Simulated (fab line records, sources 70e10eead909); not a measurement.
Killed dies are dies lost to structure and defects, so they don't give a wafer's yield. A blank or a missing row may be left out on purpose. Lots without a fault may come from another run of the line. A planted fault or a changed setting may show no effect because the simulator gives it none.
fab line records | flow nand_harc
record lots=24 wafers=72 last_day=33
route steps=1302 shown A_WL_FILL@976 A_CONTACT@997
lots that met no fault: from a run of the same line without faults
start_h: hours from the record's first day to the start of the lot's first wafer shown | wait_h: hours since the lot's step before | " the same as in the row above | L1.1+2: a row that stands for several wafers | - no value, or no start given | * or withheld: withheld | < > ~ a bound
route shown NAME@n: a module of which the file shows steps, and the number in the route of the first | usual: mean/standard deviation of fault-free wafers | same: alike in all rows | chamber/n: place in a boat | sites: the reading at each site | _std_site: their standard deviation | _edge_site: outer sites' mean less inner sites' | radius_mm: how far each site lies from the wafer's centre | mask NAME#n: copy n | behind: the tool/chamber that last shaped the wafer | hold: why the lot was held/for how many hours/how that ended | device: the transistor (n, p or np) that didn't switch | end of line: the same wafers' tests at the end of the route | a step without rows: its recipe alone | killed: dies lost to structure and defects at the first sort, not the wafer's yield | map: a wafer's dies, x killed, . not, _ none there
set.NAME: the setting as run; set.NAME@STEP: as run at that earlier step | model.NAME: the simulator's own value behind a step, which no gauge read
steps of the route over a sample of lots; a table a step, a row a wafer
services: from which hour (start_h, from the record's first day; less than 0 if before it) a tool's chamber was out of use, for how many hours, and why
## steps
# step NHARC_A_WL_FILL_CVD_20
# recipe target_thk_a=1000 temp_c=400 pressure_torr=40 wf6_flow_sccm=40 h2_flow_sccm=1600 ar_flow_sccm=1560 time_s=74 material=W
# usual heater_power_w=895/47 throttle_valve_pct=8.0/0.34
# columns lot.wafer tool chamber start_h wait_h heater_power_w throttle_valve_pct
L074.1 cvd_w-01 1 - - 956 7.6
L074.2 " 0 " " 873 8.2
L074.5 " 0 " " 892 8.0
L075.2 cvd_w-01 0 - - 891 8.3
L075.3 " 0 " " 913 8.0
L075.5 " 1 " " 951 7.9
L076.3 cvd_w-02 1 - - 884 7.8
L076.6 " 0 " " 886 8.5
L076.5 " 1 " " 882 7.9
L077.3 cvd_w-02 1 - - 900 7.9
L077.4 " 0 " " 857 8.4
L077.5 " 1 " " 875 7.8
L078.2 cvd_w-02 0 - - 861 8.3
L078.3 " 0 " " 862 8.3
L078.5 " 0 " " 865 8.6
L079.1 cvd_w-01 1 - - 999 7.6
L079.4 " 1 " " 994 7.6
L079.6 " 0 " " 880 8.0
L081.1 cvd_w-02 0 - - 880 8.6
L081.2 " 1 " " 893 7.9
L081.3 " 0 " " 846 8.6
L080.2 cvd_w-01 1 - - 960 7.7
L080.4 " 0 " " 856 8.1
L080.6 " 1 " " 970 7.7
L082.1 cvd_w-02 0 - - 886 8.4
L082.3 " 0 " " 882 8.4
L082.6 " 1 " " 898 8.0
L086.2 cvd_w-01 1 - - 946 7.4
L086.1 " 0 " " 817 7.8
L086.5 " 1 " " 950 7.3
L083.4 cvd_w-02 1 - - 887 8.0
L083.3 " 0 " " 857 8.5
L083.5 " 1 " " 884 8.0
L084.2 cvd_w-02 0 - - 878 8.2
L084.5 " 0 " " 867 8.3
L084.6 " 1 " " 872 7.8
L085.1 cvd_w-02 1 - - 873 7.8
L085.3 " 1 " " 904 7.9
L085.6 " 0 " " 864 8.7
L087.4 cvd_w-01 0 - - 831 8.1
L087.5 " 1 " " 950 7.6
L087.6 " 0 " " 833 8.1
L088.2 cvd_w-01 1 - - 943 7.6
L088.6 " 1 " " 962 7.7
L088.5 " 0 " " 840 8.1
L089.2 cvd_w-01 0 - - 834 8.0
L089.1 " 1 " " 964 7.4
L089.3 " 0 " " 830 8.0
L090.1 cvd_w-01 1 - - 958 7.6
L090.4 " 1 " " 943 7.7
L090.5 " 1 " " 932 7.7
L092.1 cvd_w-02 0 - - 867 8.4
L092.5 " 1 " " 884 8.1
L092.6 " 0 " " 860 8.4
L091.2 cvd_w-01 1 - - 964 7.7
L091.4 " 0 " " 813 8.1
L091.5 " 0 " " 847 8.0
L093.1 cvd_w-01 1 - - 939 7.8
L093.2 " 0 " " 835 8.2
L093.5 " 0 " " 830 8.3
L094.1 cvd_w-02 1 - - 889 8.2
L094.2 " 0 " " 878 8.5
L094.5 " 1 " " 880 8.2
L095.1 cvd_w-02 0 - - 858 8.3
L095.2 " 1 " " 872 8.3
L095.5 " 1 " " 879 8.0
L097.1 cvd_w-01 1 - - 983 7.7
L097.3 " 1 " " 958 7.7
L097.6 " 1 " " 951 7.6
L096.3 cvd_w-01 1 - - 946 7.8
L096.5 " 1 " " 952 7.6
L096.6 " 1 " " 934 7.7
# step NHARC_A_CONTACT_CD_MEAS_42
# recipe target_cd_nm=300 landing_energy_ev=500
# usual cd_nm=299.9/0.58
# columns lot.wafer tool chamber start_h wait_h cd_nm
L074.1 cd_sem-03 0 501.52 - 299.9
L074.2 " 0 " " 300.4
L074.5 " 0 " " 299.9
L075.2 cd_sem-01 0 504.72 - 299.8
L075.3 " 0 " " 299.9
L075.5 " 0 " " 299.6
L076.3 cd_sem-01 0 507.51 - 301.0
L076.5 " 0 " " 299.6
L076.6 " 0 " " 300.2
L077.3 cd_sem-03 0 521.40 - 300.1
L077.4 " 0 " " 300.1
L077.5 " 0 " " 300.2
L078.2 cd_sem-01 0 552.60 - 300.5
L078.3 " 0 " " 299.1
L078.5 " 0 " " 300.5
L079.1 cd_sem-03 0 556.09 - 301.5
L079.4 " 0 " " 300.6
L079.6 " 0 " " 300.7
L081.1 cd_sem-01 0 562.91 - 299.0
L081.2 " 0 " " 298.8
L081.3 " 0 " " 299.3
L080.2 cd_sem-03 0 567.24 - 300.1
L080.4 " 0 " " 300.7
L080.6 " 0 " " 299.7
L082.1 cd_sem-01 0 567.79 - 300.6
L082.3 " 0 " " 299.3
L082.6 " 0 " " 300.4
L086.1 cd_sem-02 0 586.56 - 299.8
L086.2 " 0 " " 299.8
L086.5 " 0 " " 300.0
L083.3 cd_sem-03 0 587.44 - 300.6
L083.4 " 0 " " 299.4
L083.5 " 0 " " 299.2
L084.2 cd_sem-02 0 593.32 - 300.5
L084.5 " 0 " " 300.7
L084.6 " 0 " " 299.8
L085.1 cd_sem-01 0 593.77 - 299.7
L085.3 " 0 " " 299.9
L085.6 " 0 " " 299.5
L087.4 cd_sem-03 0 611.22 - 298.8
L087.5 " 0 " " 299.6
L087.6 " 0 " " 299.4
L088.2 cd_sem-01 0 644.16 - 299.3
L088.5 " 0 " " 299.4
L088.6 " 0 " " 300.3
L089.1 cd_sem-02 0 644.32 - 300.0
L089.2 " 0 " " 299.9
L089.3 " 0 " " 299.6
L090.1 cd_sem-01 0 647.52 - 301.2
L090.4 " 0 " " 300.4
L090.5 " 0 " " 299.8
L092.1 cd_sem-02 0 682.98 - 299.8
L092.5 " 0 " " 301.0
L092.6 " 0 " " 300.4
L091.2 cd_sem-01 0 683.13 - 299.6
L091.4 " 0 " " 299.5
L091.5 " 0 " " 299.2
L093.1 cd_sem-01 0 691.22 - 299.9
L093.2 " 0 " " 300.3
L093.5 " 0 " " 300.3
L094.1 cd_sem-03 0 697.25 - 299.7
L094.2 " 0 " " 299.6
L094.5 " 0 " " 299.1
L095.1 cd_sem-02 0 697.70 - 299.4
L095.2 " 0 " " 300.2
L095.5 " 0 " " 299.7
L097.1 cd_sem-02 0 712.67 - 299.2
L097.3 " 0 " " 299.0
L097.6 " 0 " " 299.6
L096.3 cd_sem-03 0 717.24 - 300.8
L096.5 " 0 " " 299.2
L096.6 " 0 " " 300.1
# step NHARC_A_CONTACT_DESCUM_47
# recipe time_s=3 o2_flow_sccm=200 ar_flow_sccm=0 bias_power_w=0 chemistry=O2
# usual drypump_motor_current_A=5.8/0.38 oes_product_au=1.003/0.0097 rf_vpp_V=57.5/0.89 showerhead_plenum_p_Torr=1.85/0.084 throttle_valve_pct=11.310/0.0098
# columns lot.wafer tool chamber start_h wait_h drypump_motor_current_A oes_product_au rf_hours_counter_h rf_vpp_V showerhead_plenum_p_Torr throttle_valve_pct
L074.2 rie_diel-08 0 503.79 2.1 5.3 1.002 45 56.8 1.90 11.327
L074.1 " 1 " " 4.8 0.998 47 57.1 1.87 11.318
L074.5 " 3 " " 6.1 1.006 - 56.8 1.79 11.311
L075.3 rie_diel-11 0 504.91 0.1 5.5 1.011 24 57.0 1.91 11.301
L075.2 " 2 " " 6.4 0.996 28 57.5 1.82 11.299
L075.5 " 3 " " 5.9 0.994 - 56.7 1.85 11.327
L076.3 rie_diel-09 3 507.69 0.1 6.2 0.989 0 55.8 1.79 11.294
L076.5 " 2 " " 5.6 0.993 - 57.9 1.78 11.318
L076.6 " 3 " " 6.2 0.983 - 56.9 1.79 11.298
L077.3 rie_diel-08 3 521.58 0.1 6.1 1.016 45 57.9 1.79 11.314
L077.4 " 2 " " 5.9 1.009 48 57.9 1.88 11.328
L077.5 " 0 " " 5.3 1.005 - 57.8 1.90 11.326
L078.3 rie_diel-09 3 552.78 0.1 6.2 0.996 6 58.3 1.79 11.319
L078.2 " 0 " " 5.3 1.009 7 58.3 2.02 11.318
L078.5 " 0 " " 5.3 1.000 - 59.9 2.02 11.309
L079.1 rie_diel-09 0 556.28 0.1 5.3 1.007 8 57.3 2.02 11.314
L079.4 " 2 " " 5.6 1.007 7 57.7 1.78 11.306
L079.6 " 0 " " 5.3 1.008 - 57.9 2.02 11.307
L081.3 rie_diel-08 3 563.10 0.1 6.1 1.004 1 56.3 1.79 11.319
L081.1 " 0 " " 5.3 1.027 1 58.0 1.89 11.315
L081.2 " 2 " " 6.0 0.994 1 56.5 1.87 11.322
L080.2 rie_diel-09 2 567.43 0.1 5.6 1.007 9 57.2 1.78 11.309
L080.4 " 3 " " 6.2 0.994 9 58.2 1.79 11.330
L080.6 " 1 " " 5.7 0.998 - 57.3 1.77 11.295
L082.1 rie_diel-11 2 567.98 0.1 6.3 0.992 50 57.3 1.81 11.304
L082.3 " 1 " " 5.8 0.996 43 57.6 1.86 11.310
L082.6 " 2 " " 6.4 0.999 - 57.4 1.81 11.303
L086.2 rie_diel-11 3 586.75 0.1 5.9 0.999 55 57.8 1.84 11.303
L086.1 " 2 " " 6.4 1.002 58 56.6 1.81 11.301
L086.5 " 3 " " 5.8 1.006 - 58.1 1.84 11.327
L083.3 rie_diel-09 3 587.64 0.1 6.2 1.004 14 59.6 1.79 11.310
L083.4 " 0 " " 5.3 1.010 - 56.5 2.02 11.298
L083.5 " 3 " " 6.2 1.003 - 56.2 1.79 11.318
L084.2 rie_diel-11 3 593.50 0.1 5.9 1.000 57 55.8 1.84 11.298
L084.5 " 3 " " 5.9 0.995 - 58.2 1.84 11.324
L084.6 " 0 " " 5.5 1.010 - 58.4 1.90 11.303
L085.1 rie_diel-09 0 593.96 0.1 5.3 1.007 18 57.8 2.02 11.305
L085.3 " 2 " " 5.6 1.018 13 57.6 1.78 11.315
L085.6 " 1 " " 5.7 1.013 - 57.8 1.77 11.297
L087.4 rie_diel-09 3 611.42 0.1 6.2 1.000 19 57.9 1.79 11.305
L087.6 " 1 " " 5.7 1.001 - 57.9 1.76 11.332
L087.5 " 2 " " 5.7 1.023 - 58.8 1.78 11.306
L088.2 rie_diel-11 2 644.36 0.1 6.4 1.011 10 57.1 1.80 11.322
L088.5 " 1 " " 5.8 1.011 - 57.1 1.85 11.322
L088.6 " 2 " " 6.4 1.009 - 56.4 1.80 11.320
L089.2 rie_diel-09 1 644.52 0.1 5.6 1.005 27 57.0 1.76 11.314
L089.3 " 2 " " 5.7 1.017 21 57.0 1.77 11.302
L089.1 " 3 " " 6.2 0.998 23 55.8 1.78 11.314
L090.4 rie_diel-11 1 647.70 0.1 5.8 1.004 13 59.1 1.85 11.293
L090.1 " 2 " " 6.4 1.006 11 58.3 1.80 11.309
L090.5 " 2 " " 6.3 1.026 - 57.6 1.80 11.298
L092.1 rie_diel-08 1 683.16 0.1 4.8 1.003 40 57.5 1.85 11.307
L092.6 " 1 " " 4.8 0.993 - 58.4 1.85 11.308
L092.5 " 2 " " 5.9 1.004 - 57.4 1.86 11.324
L091.4 rie_diel-09 2 683.31 0.1 5.6 1.000 0 56.8 1.77 11.315
L091.2 " 0 " " 5.3 0.981 0 57.9 2.01 11.315
L091.5 " 3 " " 6.2 0.979 - 57.6 1.78 11.311
L093.2 rie_diel-11 2 691.42 0.1 6.4 1.018 22 57.9 1.80 11.327
L093.1 " 3 " " 5.9 1.007 23 58.0 1.83 11.297
L093.5 " 1 " " 5.8 1.000 - 58.1 1.85 11.306
L094.1 rie_diel-11 0 697.44 0.1 5.5 0.993 24 57.7 1.89 11.299
L094.2 " 2 " " 6.3 1.012 25 57.0 1.80 11.297
L094.5 " 1 " " 5.8 1.009 - 56.2 1.85 11.301
L095.1 rie_diel-09 1 697.88 0.1 5.7 0.995 1 59.4 2.08 11.305
L095.2 " 2 " " 5.6 0.993 2 56.4 1.77 11.295
L095.5 " 2 " " 5.7 1.011 - 56.7 1.77 11.322
L097.1 rie_diel-09 3 712.86 0.1 6.2 0.992 4 57.4 1.78 11.298
L097.3 " 1 " " 5.6 0.992 5 58.9 2.07 11.307
L097.6 " 2 " " 5.6 1.001 - 57.0 1.77 11.326
L096.3 rie_diel-11 2 717.43 0.1 6.4 1.008 30 55.9 1.80 11.309
L096.6 " 2 " " 6.4 1.011 - 56.5 1.80 11.295
L096.5 " 3 " " 5.9 1.005 - 57.2 1.83 11.287
# step NHARC_A_CONTACT_STRIP_82
# recipe o2_flow_sccm=500 ar_flow_sccm=0 bias_w=0 chemistry=O2
# usual drypump_motor_current_A=5.7/0.38 oes_product_au=1.002/0.0097 rf_vpp_V=57.6/0.95 showerhead_plenum_p_Torr=3.43/0.16 throttle_valve_pct=17.037/0.0094
# same bias_w=0
# columns lot.wafer tool chamber start_h wait_h drypump_motor_current_A oes_product_au rf_hours_counter_h rf_vpp_V showerhead_plenum_p_Torr throttle_valve_pct
L074.2 rie_diel-09 0 - - 5.3 0.996 2 57.6 3.72 17.037
L074.1 " 1 " " 5.7 0.997 2 57.7 3.28 17.035
L074.5 " 3 " " 6.2 0.996 - 57.1 3.32 17.028
L075.2 rie_diel-09 0 - - 5.3 1.001 2 58.2 3.72 17.019
L075.3 " 3 " " 6.2 1.011 2 57.1 3.32 17.025
L075.5 " 1 " " 5.7 0.987 - 56.4 3.28 17.046
L076.3 rie_diel-09 0 - - 5.3 1.001 2 58.3 3.72 17.051
L076.5 " 3 " " 6.2 0.996 - 56.6 3.32 17.048
L076.6 " 0 " " 5.3 0.995 - 58.4 3.72 17.035
L077.4 rie_diel-11 2 - - 6.4 0.994 42 57.2 3.35 17.035
L077.3 " 1 " " 5.8 0.998 33 57.4 3.44 17.047
L077.5 " 3 " " 5.9 1.015 - 57.0 3.41 17.044
L078.3 rie_diel-09 2 - - 5.6 1.013 10 58.1 3.29 17.035
L078.2 " 0 " " 5.3 0.998 11 59.1 3.71 17.030
L078.5 " 2 " " 5.6 1.017 - 58.5 3.29 17.038
L079.4 rie_diel-09 2 - - 5.7 1.026 12 58.0 3.29 17.032
L079.1 " 0 " " 5.3 1.008 14 57.3 3.71 17.039
L079.6 " 1 " " 5.7 1.009 - 57.7 3.28 17.040
L081.1 rie_diel-11 0 - - 5.5 1.011 48 57.3 3.51 17.026
L081.2 " 1 " " 5.8 0.993 47 58.2 3.43 17.044
L081.3 " 2 " " 6.4 1.004 54 58.5 3.35 17.049
L080.2 rie_diel-08 2 - - 6.0 1.011 6 58.7 3.46 17.032
L080.4 " 0 " " 5.3 1.018 7 58.1 3.49 17.024
L080.6 " 2 " " 6.0 1.001 - 58.6 3.46 17.027
L082.3 rie_diel-09 3 - - 6.2 0.993 13 56.5 3.31 17.032
L082.1 " 0 " " 5.3 0.998 15 59.2 3.71 17.028
L082.6 " 3 " " 6.2 0.982 - 56.1 3.31 17.034
L086.2 rie_diel-08 1 - - 4.8 0.991 15 57.0 3.44 17.048
L086.1 " 0 " " 5.3 1.008 15 56.6 3.49 17.032
L086.5 " 2 " " 5.9 1.001 - 56.9 3.45 17.054
L083.4 rie_diel-09 2 - - 5.6 1.011 16 57.2 3.29 17.027
L083.3 " 1 " " 5.7 0.993 22 57.7 3.27 17.040
L083.5 " 2 " " 5.6 1.005 - 55.1 3.29 17.032
L084.2 rie_diel-09 2 - - 5.6 1.018 17 58.6 3.29 17.034
L084.6 " 1 " " 5.7 1.000 - 58.4 3.27 17.022
L084.5 " 2 " " 5.6 1.022 - 56.4 3.29 17.039
L085.3 rie_diel-08 1 - - 4.8 1.002 17 58.3 3.44 17.046
L085.1 " 0 " " 5.3 1.025 17 57.2 3.49 17.026
L085.6 " 2 " " 5.9 1.000 - 57.5 3.45 17.038
L087.4 rie_diel-08 3 - - 6.2 0.991 24 58.5 3.30 17.040
L087.5 " 0 " " 5.3 1.026 - 56.9 3.48 17.042
L087.6 " 1 " " 4.8 1.001 - 58.6 3.44 17.049
L089.1 rie_diel-11 2 - - 6.4 1.020 15 56.7 3.33 17.027
L089.3 " 0 " " 5.5 1.001 11 56.5 3.50 17.036
L089.2 " 1 " " 5.8 1.016 16 56.7 3.42 17.038
L088.2 rie_diel-11 1 - - 5.8 1.001 17 56.8 3.42 17.022
L088.5 " 3 " " 5.9 1.002 - 57.9 3.39 17.028
L088.6 " 0 " " 5.5 0.988 - 57.7 3.50 17.044
L090.4 rie_diel-09 3 - - 6.2 1.007 26 57.0 3.30 17.019
L090.1 " 1 " " 5.7 0.998 30 57.3 3.27 17.039
L090.5 " 3 " " 6.2 1.004 - 57.0 3.30 17.034
L092.1 rie_diel-11 1 - - 5.8 1.010 29 58.5 3.41 17.044
L092.6 " 0 " " 5.5 0.989 - 57.7 3.49 17.020
L092.5 " 1 " " 5.9 1.006 - 58.2 3.41 17.048
L091.4 rie_diel-09 1 - - 5.7 1.000 3 57.9 3.81 17.032
L091.2 " 2 " " 5.7 1.002 3 57.0 3.28 17.038
L091.5 " 1 " " 5.7 1.000 - 58.2 3.81 17.022
L093.2 rie_diel-09 1 - - 5.7 1.004 5 58.7 3.81 17.042
L093.1 " 3 " " 6.2 1.001 4 56.6 3.30 17.024
L093.5 " 2 " " 5.6 1.001 - 56.8 3.28 17.042
L095.1 rie_diel-11 2 - - 6.4 1.005 29 56.7 3.33 17.029
L095.2 " 1 " " 5.8 1.015 34 59.1 3.41 17.043
L095.5 " 3 " " 5.9 1.012 - 55.7 3.38 17.034
L094.2 rie_diel-11 3 - - 5.9 1.007 31 59.2 3.38 17.053
L094.1 " 2 " " 6.4 1.009 30 56.7 3.33 17.040
L094.5 " 1 " " 5.8 1.013 - 58.4 3.41 17.042
L097.1 rie_diel-09 0 - - 5.3 0.995 9 59.1 3.70 17.035
L097.3 " 1 " " 5.7 0.997 8 59.6 3.80 17.037
L097.6 " 0 " " 5.3 0.992 - 58.8 3.70 17.026
L096.3 rie_diel-09 3 - - 6.2 0.996 10 56.4 3.30 17.051
L096.6 " 0 " " 5.3 0.984 - 58.3 3.70 17.035
L096.5 " 1 " " 5.7 1.001 - 58.2 3.80 17.033
# step NHARC_A_CONTACT_ETCH_30
# recipe target_depth_a=726 time_s=36.3 cf4_flow_sccm=100 chf3_flow_sccm=30 ar_flow_sccm=0 rf_w=500 bias_w=200 chemistry=CF4/CHF3
# usual bias_w=200.0/0.55 chf3_flow_sccm=30.01/0.087 drypump_motor_current_A=5.7/0.38 oes_product_au=0.936/0.02 rf_vpp_V=368.9/2.5 showerhead_plenum_p_Torr=1.53/0.073 throttle_valve_pct=16.802/0.0086
# columns lot.wafer tool chamber start_h wait_h bias_w chf3_flow_sccm drypump_motor_current_A oes_product_au rf_hours_counter_h rf_vpp_V showerhead_plenum_p_Torr throttle_valve_pct
L074.2 rie_diel-09 2 - - 200.6 30.15 5.6 0.923 3 367.5 1.47 16.800
L074.1 " 3 " " 200.5 29.89 6.2 0.930 3 367.4 1.48 16.793
L074.5 " 3 " " 199.6 29.81 6.2 0.929 - 365.9 1.48 16.805
L075.3 rie_diel-09 0 - - 199.3 30.21 5.3 0.922 3 374.0 1.66 16.798
L075.2 " 1 " " 199.5 30.00 5.7 0.910 4 366.2 1.46 16.797
L075.5 " 3 " " 199.4 29.96 6.2 0.920 - 368.3 1.48 16.792
L076.3 rie_diel-09 2 - - 199.8 29.96 5.6 0.928 4 366.9 1.47 16.804
L076.6 " 1 " " 200.9 30.10 5.7 0.922 - 368.6 1.46 16.815
L076.5 " 2 " " 199.3 30.04 5.7 0.918 - 366.0 1.47 16.806
L077.4 rie_diel-09 0 - - 200.6 30.11 5.3 0.973 6 374.0 1.66 16.808
L077.3 " 1 " " 200.8 29.96 5.6 0.955 6 367.0 1.46 16.804
L077.5 " 1 " " 200.6 29.93 5.6 0.940 - 365.7 1.46 16.810
L078.2 rie_diel-08 2 - - 199.8 30.17 5.9 0.924 4 369.2 1.54 16.813
L078.3 " 0 " " 199.0 29.95 5.3 0.945 5 371.0 1.56 16.794
L078.5 " 3 " " 200.6 29.94 6.1 0.926 - 366.5 1.47 16.805
L079.1 rie_diel-09 1 - - 200.4 29.95 5.6 0.921 15 367.6 1.46 16.803
L079.4 " 2 " " 200.4 29.99 5.7 0.931 13 366.1 1.47 16.808
L079.6 " 2 " " 200.4 29.80 5.7 0.941 - 367.2 1.47 16.809
L081.3 rie_diel-09 1 - - 200.8 30.03 5.7 0.920 16 366.8 1.46 16.802
L081.1 " 3 " " 199.5 30.14 6.2 0.926 13 367.0 1.47 16.805
L081.2 " 0 " " 199.7 29.96 5.3 0.942 16 373.4 1.65 16.807
L080.2 rie_diel-11 3 - - 199.9 29.96 5.9 0.929 56 368.9 1.52 16.792
L080.4 " 0 " " 199.6 30.05 5.5 0.920 52 370.7 1.56 16.797
L080.6 " 1 " " 200.6 29.98 5.8 0.916 - 368.5 1.53 16.802
L082.1 rie_diel-08 1 - - 199.7 30.09 4.8 0.923 11 369.4 1.53 16.825
L082.3 " 2 " " 199.2 30.07 5.9 0.928 13 369.9 1.54 16.817
L082.6 " 3 " " 200.6 30.02 6.1 0.925 - 366.2 1.47 16.800
L086.2 rie_diel-09 0 609.59 - 199.8 30.08 5.3 0.921 22 372.9 1.65 16.804
L086.1 " 2 " " 200.0 29.97 5.6 0.946 17 366.5 1.47 16.815
L086.5 " 3 " " 200.3 29.84 6.2 0.918 - 365.6 1.47 16.808
L083.4 rie_diel-08 3 - - 200.1 29.85 6.1 0.918 20 367.0 1.47 16.798
L083.3 " 0 " " 200.3 30.05 5.3 0.934 17 369.7 1.56 16.821
L083.5 " 2 " " 200.9 29.88 5.9 0.920 - 369.5 1.54 16.790
L084.2 rie_diel-11 0 - - 200.0 29.87 5.5 0.977 0 369.8 1.56 16.805
L084.5 " 0 " " 199.0 29.93 5.5 0.972 - 370.7 1.56 16.803
L084.6 " 1 " " 200.1 30.16 5.8 0.959 - 368.6 1.53 16.805
L085.1 rie_diel-09 2 - - 201.6 30.09 5.6 0.944 18 366.7 1.47 16.813
L085.3 " 1 " " 199.3 29.79 5.7 0.926 24 367.2 1.46 16.813
L085.6 " 2 " " 199.4 30.05 5.6 0.934 - 366.2 1.47 16.807
L087.4 rie_diel-09 0 - - 200.2 30.02 5.3 0.930 25 373.7 1.65 16.803
L087.6 " 1 " " 200.3 30.07 5.7 0.924 - 367.5 1.46 16.796
L087.5 " 2 " " 199.9 29.99 5.6 0.943 - 364.8 1.47 16.803
L089.1 rie_diel-11 0 - - 199.4 30.00 5.5 0.919 12 369.3 1.56 16.804
L089.3 " 1 " " 199.8 29.96 5.8 0.938 17 369.8 1.52 16.799
L089.2 " 2 " " 200.8 30.02 6.3 0.943 16 367.3 1.48 16.792
L088.2 rie_diel-09 2 - - 201.0 30.15 5.6 0.964 25 367.2 1.46 16.793
L088.6 " 1 " " 200.1 29.84 5.7 0.948 - 366.4 1.46 16.815
L088.5 " 2 " " 200.0 30.07 5.6 0.967 - 367.2 1.46 16.797
L090.1 rie_diel-11 2 - - 200.0 30.04 6.4 0.943 17 367.5 1.48 16.803
L090.4 " 3 " " 199.8 29.98 5.8 0.926 16 369.2 1.51 16.802
L090.5 " 1 " " 200.3 30.01 5.8 0.924 - 370.6 1.52 16.801
L092.1 rie_diel-09 3 - - 199.7 29.96 6.2 0.949 3 369.2 1.47 16.803
L092.5 " 0 " " 200.2 30.12 5.3 0.968 - 373.9 1.65 16.803
L092.6 " 1 " " 199.8 29.92 5.7 0.966 - 373.3 1.70 16.799
L091.4 rie_diel-08 2 - - 199.0 29.95 5.9 0.926 45 369.1 1.53 16.797
L091.2 " 3 " " 199.8 30.14 6.1 0.919 51 366.1 1.46 16.803
L091.5 " 3 " " 200.5 30.09 6.1 0.928 - 366.4 1.46 16.805
L093.1 rie_diel-08 3 - - 200.1 30.08 6.1 0.955 54 367.3 1.46 16.808
L093.2 " 1 " " 199.8 30.11 4.8 0.977 52 368.0 1.52 16.796
L093.5 " 0 " " 199.7 30.06 5.3 0.978 - 371.0 1.55 16.819
L095.2 rie_diel-09 0 - - 198.8 30.04 5.3 0.922 5 371.9 1.65 16.785
L095.1 " 2 " " 199.8 29.96 5.6 0.929 6 366.5 1.46 16.801
L095.5 " 0 " " 199.9 30.00 5.2 0.918 - 374.1 1.65 16.811
L094.1 rie_diel-09 3 - - 200.2 30.12 6.2 0.935 7 366.1 1.47 16.796
L094.2 " 0 " " 200.2 30.02 5.3 0.928 6 372.6 1.65 16.794
L094.5 " 3 " " 198.7 30.06 6.2 0.936 - 366.3 1.47 16.801
L097.3 rie_diel-08 2 - - 200.2 30.06 5.9 0.960 1 369.7 1.53 16.795
L097.1 " 3 " " 200.2 30.10 6.1 0.955 1 374.2 1.70 16.812
L097.6 " 3 " " 200.0 30.02 6.1 0.964 - 375.0 1.70 16.805
L096.3 rie_diel-09 0 - - 200.6 30.06 5.3 0.911 10 372.3 1.65 16.785
L096.6 " 3 " " 200.5 29.87 6.2 0.914 - 366.9 1.47 16.823
L096.5 " 0 " " 200.3 30.00 5.3 0.912 - 371.3 1.65 16.803
# step NHARC_A_CONTACT_ETCH_136
# recipe source_w=withheld pressure_mtorr=20 bias_v=1200 time_s=311 target_depth_a=19120 ar_flow_sccm=withheld c4f8_flow_sccm=withheld o2_flow_sccm=withheld chemistry=C4F8/O2/Ar
# columns lot.wafer tool chamber start_h wait_h rf_hours_counter_h
L074.2 har_cap_etch-01 0 529.65 0.2 2
L074.1 " 1 " " 2
L074.5 " 1 " " -
L075.2 har_cap_etch-02 0 530.05 0.2 90
L075.3 " 0 " " -
L075.5 " 0 " " -
L076.3 har_cap_etch-03 0 531.83 0.2 -
L076.6 " 1 " " -
L076.5 " 0 " " -
L077.3 har_cap_etch-02 1 542.26 0.2 -
L077.4 " 0 " " -
L077.5 " 0 " " -
L078.2 har_cap_etch-02 0 576.31 0.2 95
L078.3 " 1 " " -
L078.5 " 1 " " -
L079.1 har_cap_etch-01 0 583.63 0.2 13
L079.4 " 1 " " -
L079.6 " 0 " " -
L081.2 har_cap_etch-02 0 587.72 0.2 98
L081.1 " 1 " " 98
L081.3 " 1 " " -
L080.2 har_cap_etch-02 0 590.27 0.2 100
L080.4 " 1 " " -
L080.6 " 1 " " -
L082.1 har_cap_etch-03 1 591.67 0.2 60
L082.3 " 0 " " -
L082.6 " 1 " " -
L086.1 har_cap_etch-02 0 610.66 0.2 105
L086.2 " 1 " " 105
L086.5 " 1 " " -
L083.4 har_cap_etch-03 0 614.93 0.2 -
L083.3 " 1 " " -
L083.5 " 0 " " -
L084.2 har_cap_etch-02 1 620.60 0.2 107
L084.6 " 0 " " -
L084.5 " 1 " " -
L085.1 har_cap_etch-03 1 620.91 0.2 66
L085.3 " 1 " " -
L085.6 " 1 " " -
L087.4 har_cap_etch-03 1 632.91 0.2 -
L087.6 " 1 " " -
L087.5 " 0 " " -
L089.2 har_cap_etch-01 0 664.52 0.3 29
L089.1 " 1 " " 29
L089.3 " 0 " " -
L088.2 har_cap_etch-02 0 665.62 0.2 112
L088.5 " 1 " " -
L088.6 " 0 " " -
L090.1 har_cap_etch-03 1 668.12 0.3 73
L090.4 " 1 " " -
L090.5 " 1 " " -
L092.1 har_cap_etch-03 1 706.71 0.2 79
L092.5 " 1 " " -
L092.6 " 0 " " -
L091.2 har_cap_etch-03 0 710.46 0.2 80
L091.4 " 1 " " -
L091.5 " 1 " " -
L093.2 har_cap_etch-01 1 716.00 0.3 38
L093.1 " 0 " " 38
L093.5 " 1 " " -
L095.1 har_cap_etch-02 1 718.96 0.2 121
L095.2 " 0 " " 121
L095.5 " 1 " " -
L094.2 har_cap_etch-01 1 722.84 0.3 39
L094.1 " 0 " " 39
L094.5 " 1 " " -
L097.1 har_cap_etch-01 1 734.74 0.2 41
L097.3 " 1 " " -
L097.6 " 0 " " -
L096.3 har_cap_etch-03 1 738.30 0.2 -
L096.6 " 0 " " -
L096.5 " 1 " " -
## services
# columns tool chamber start_h hours kind
rie_diel-11 1 496.97 9.3 repair
rie_diel-09 - 497.19 9.0 pm
rie_diel-08 - 545.68 9.0 pm
cvd_w-01 - 561.17 13.0 pm
har_cap_etch-02 - 561.56 3.9 repair
rie_diel-09 2 583.96 4.6 repair
har_cap_etch-03 - 593.66 1.3 repair
cvd_w-02 1 595.38 23.0 repair
rie_diel-11 - 609.52 9.0 pm
rie_diel-11 0 620.33 3.0 repair
cvd_w-02 - 631.01 13.0 pm
har_cap_etch-02 - 632.06 0.4 repair
rie_diel-09 3 633.77 4.6 repair
rie_diel-08 2 641.14 14.9 repair
rie_diel-11 3 653.03 5.0 repair
rie_diel-11 0 654.31 4.5 repair
rie_diel-11 - 661.24 0.3 repair
rie_diel-09 - 674.19 9.0 pm
cvd_w-01 0 681.75 2.9 repair
cvd_w-01 0 700.44 13.6 repair
rie_diel-11 2 701.72 3.3 repair
rie_diel-11 0 707.98 13.4 repair
rie_diel-09 1 717.57 6.1 repair
rie_diel-08 - 722.70 9.0 pm
## key
fault none
